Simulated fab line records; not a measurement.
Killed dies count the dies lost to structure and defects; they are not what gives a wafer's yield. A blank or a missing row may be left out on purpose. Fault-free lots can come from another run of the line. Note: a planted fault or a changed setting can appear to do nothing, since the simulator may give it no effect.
Chamber matching	flow nandHarc	NHARC_P_GATE_DESCUM_48 on rieDiel-02 has 4 sister chambers
The step chemistry O2, time 3 s. 4 wafers are shown with their chamber, then 9 later ones without.

== WAFERS, EACH WITH ITS CHAMBER ==
wafer	chamber	oesProductAu (a.u.)
L083.3	2	0.996
L083.6	3	1.002
L088.5	1	1.011
L088.6	0	1.001

== WAFERS MISSING THEIR CHAMBER ==
wafer	oesProductAu (a.u.)
L090.3	0.997
L090.4	1.013
L090.5	1.000
L092.1	1.009
L092.2	1.013
L092.3	1.007
L095.2	1.022
L095.4	1.007
L095.6	1.004

== WHICH CHAMBER EACH WENT THROUGH ==
wafer	from the rows above	in truth
L090.3	can't be placed: 2 or 0 or 3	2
L090.4	1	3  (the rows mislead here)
L090.5	can't be placed: 0 or 3 or 2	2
L092.1	can't be placed: 1 or 3 or 0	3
L092.2	1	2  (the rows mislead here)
L092.3	can't be placed: 1 or 3 or 0 or 2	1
L095.2	1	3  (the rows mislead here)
L095.4	can't be placed: 1 or 3 or 0 or 2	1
L095.6	can't be placed: 3 or 0 or 1 or 2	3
0 of 9 placed correctly. Can't be placed from these rows: 6 (the true chamber is among the candidates in 6). Number placed wrongly: 3.
How it was worked out, from the rows above alone: a wafer's distance from a chamber is the root of the sum, over the readings, of the square of ((its reading less the chamber's mean) divided by the reading's scatter). The wafer belongs to the nearest chamber; if the next one is less than 2 further off, it can't be placed. For every chamber, the mean is computed from those of its wafers that are shown. The scatter: with one shown wafer a chamber, the root of the mean of the squares of how far each hidden wafer lies from its nearest shown one.
